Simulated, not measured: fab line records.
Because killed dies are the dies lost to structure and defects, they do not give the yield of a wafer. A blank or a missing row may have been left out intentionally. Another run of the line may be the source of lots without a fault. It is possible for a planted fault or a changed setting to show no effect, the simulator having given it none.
Which of the tools did it? / flow nandHarc / 18 wafers from 6 lots sampled at 4 of the route's 1302 steps

## WHAT THE GAUGES READ, wafer by wafer
NHARC_A_CHANNEL_HOLE_D2_INSPECT_40.
lot=L292; measured=day 14 16:15; on=defectInspect-01; rawDefectCount=349 257 203
lot=L295; measured=day 15 07:02; on=defectInspect-01; rawDefectCount=259 441 362
lot=L297; measured=day 16 10:28; on=defectInspect-01; rawDefectCount=349 338 331
lot=L301; measured=day 17 22:58; on=defectInspect-01; rawDefectCount=254 290 415
lot=L311; measured=day 22 03:23; on=defectInspect-02; rawDefectCount=680 725 708
lot=L313; measured=day 22 20:29; on=defectInspect-01; rawDefectCount=307 402 338

## WHICH TOOL RAN EACH LOT (tool, then ch and the chambers of the sampled wafers, then the start)
lot=L292; NHARC_A_CHANNEL_HOLE_D2_DEP_01=pecvd-02 ch 0,1,2, day 14 08:29; NHARC_A_CHANNEL_HOLE_D2_ETCH_38=rieDiel-11 ch 1,2,3, day 14 09:28; NHARC_A_CHANNEL_HOLE_D2_ETCH_27=harEtch-01 ch 0,1, day 14 14:31
lot=L295; NHARC_A_CHANNEL_HOLE_D2_DEP_01=pecvd-01 ch 0,2, day 14 20:31; NHARC_A_CHANNEL_HOLE_D2_ETCH_38=rieDiel-11 ch 1,2, day 14 21:23; NHARC_A_CHANNEL_HOLE_D2_ETCH_27=harEtch-02 ch 0,1, day 15 05:19
lot=L297; NHARC_A_CHANNEL_HOLE_D2_DEP_01=pecvd-02 ch 0,1,2, day 16 02:32; NHARC_A_CHANNEL_HOLE_D2_ETCH_38=rieDiel-11 ch 1,3, day 16 03:31; NHARC_A_CHANNEL_HOLE_D2_ETCH_27=harEtch-02 ch 0,1, day 16 08:37
lot=L301; NHARC_A_CHANNEL_HOLE_D2_DEP_01=pecvd-04 ch 0,1,2, day 17 11:05; NHARC_A_CHANNEL_HOLE_D2_ETCH_38=rieDiel-04 ch 1,2, day 17 12:26; NHARC_A_CHANNEL_HOLE_D2_ETCH_27=harEtch-02 ch 0,1, day 17 21:16
lot=L311; NHARC_A_CHANNEL_HOLE_D2_DEP_01=pecvd-02 ch 0,1, day 21 19:33; NHARC_A_CHANNEL_HOLE_D2_ETCH_38=rieDiel-11 ch 0,1,2, day 21 20:32; NHARC_A_CHANNEL_HOLE_D2_ETCH_27=harEtch-01 ch 0,1, day 22 01:40
lot=L313; NHARC_A_CHANNEL_HOLE_D2_DEP_01=pecvd-02 ch 0,1, day 22 12:44; NHARC_A_CHANNEL_HOLE_D2_ETCH_38=rieDiel-04 ch 0,1,3, day 22 13:41; NHARC_A_CHANNEL_HOLE_D2_ETCH_27=harEtch-01 ch 0,1, day 22 18:45
- NHARC_A_CHANNEL_HOLE_D2_DEP_01: deposits SiON, target thk 140 nm.
- NHARC_A_CHANNEL_HOLE_D2_ETCH_38: etches the open film in CF4, target depth 39 nm, time 65 s.
- NHARC_A_CHANNEL_HOLE_D2_ETCH_27: etches the open film in C4F8/O2/Ar, time 90 s, target depth 400 nm.

## THE ANSWER, worked out from the rows above alone
Rule: the usual values come from the lots themselves. Put in order of their means at a reading, lots are off if they are a third of the lots or fewer, leave a main group of 4 or more, and stand apart from it by a gap of 3 or more times the standard deviation of the main group's means; of several such gaps the widest counts. If all means in a main group match to the digits the tables above print for the reading, that group is not used. A lot without any number at a reading at which 4 lots or more have one is off too. The other lots that the step has rows for count as sound.
Off, at NHARC_A_CHANNEL_HOLE_D2_INSPECT_40 on rawDefectCount: L311. The main group has a mean of 326 with a standard deviation of 31.
If a tool, at a process step before that reading, ran all the lots that are off and no sound lot after the first of them, it fits. The gauges at NHARC_A_CHANNEL_HOLE_D2_INSPECT_40 are tried like those tools. 2 tools fit, rieDiel-11 at NHARC_A_CHANNEL_HOLE_D2_ETCH_38 and defectInspect-02 at NHARC_A_CHANNEL_HOLE_D2_INSPECT_40, so this cannot tell which one it is.

## WHAT THE SIMULATOR HAD PUT IN
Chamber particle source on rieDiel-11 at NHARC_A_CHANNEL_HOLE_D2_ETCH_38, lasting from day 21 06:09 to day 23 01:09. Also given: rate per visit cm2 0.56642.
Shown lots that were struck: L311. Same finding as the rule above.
